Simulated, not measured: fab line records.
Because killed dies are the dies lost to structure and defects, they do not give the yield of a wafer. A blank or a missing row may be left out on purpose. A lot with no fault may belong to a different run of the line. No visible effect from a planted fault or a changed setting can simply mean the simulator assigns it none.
Matching of chambers :: flow nand-harc :: 3 sister chambers for NHARC_A_CONTACT_DEP_58 on pecvd-03
The step deposits SiON, target thk 90 nm. 6 wafers are shown with their chamber, then 12 later ones without.

## EACH WAFER AND ITS CHAMBER
wafer: L080.2
chamber: 1
heater-power-w (W): 713

wafer: L084.5
chamber: 0
heater-power-w (W): 593

wafer: L085.1
chamber: 1
heater-power-w (W): 678

wafer: L087.1
chamber: 2
heater-power-w (W): 672

wafer: L087.4
chamber: 2
heater-power-w (W): 662

wafer: L087.6
chamber: 0
heater-power-w (W): 602

## WAFERS WITH NO CHAMBER GIVEN
wafer: L089.3
heater-power-w (W): 589

wafer: L089.5
heater-power-w (W): 683

wafer: L089.6
heater-power-w (W): 598

wafer: L091.1
heater-power-w (W): 559

wafer: L091.3
heater-power-w (W): 711

wafer: L091.5
heater-power-w (W): 559

wafer: L094.1
heater-power-w (W): 680

wafer: L094.2
heater-power-w (W): 554

wafer: L094.5
heater-power-w (W): 557

wafer: L095.4
heater-power-w (W): 668

wafer: L095.5
heater-power-w (W): 766

wafer: L095.6
heater-power-w (W): 611

## WHICH CHAMBER EACH WENT THROUGH
wafer: L089.3
from the rows above: 0
in truth: 0

wafer: L089.5
from the rows above: can't be placed: 1 or 2
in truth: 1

wafer: L089.6
from the rows above: 0
in truth: 0

wafer: L091.1
from the rows above: 0
in truth: 0

wafer: L091.3
from the rows above: can't be placed: 1 or 2
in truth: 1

wafer: L091.5
from the rows above: 0
in truth: 0

wafer: L094.1
from the rows above: can't be placed: 2 or 1
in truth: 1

wafer: L094.2
from the rows above: 0
in truth: 0

wafer: L094.5
from the rows above: 0
in truth: 0

wafer: L095.4
from the rows above: can't be placed: 2 or 1
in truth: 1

wafer: L095.5
from the rows above: can't be placed: 1 or 2
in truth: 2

wafer: L095.6
from the rows above: 0
in truth: 0
Correct placement for 7 of the 12. Cannot be placed on the basis of these rows: 5; the candidates contain the true chamber in 5. Number placed wrongly: 0.
How it was worked out, from the rows above alone: a wafer's distance from a chamber is the root of the sum, over the readings, of the square of ((its reading less the chamber's mean) divided by the reading's scatter). The wafer belongs to the nearest chamber; if the next one is less than 2 further off, it can't be placed. For every chamber, the mean is computed from those of its wafers that are shown. The scatter is the square root of a quotient: the sum, over the shown wafers, of each reading's squared deviation from its chamber's mean, divided by wafers minus chambers.
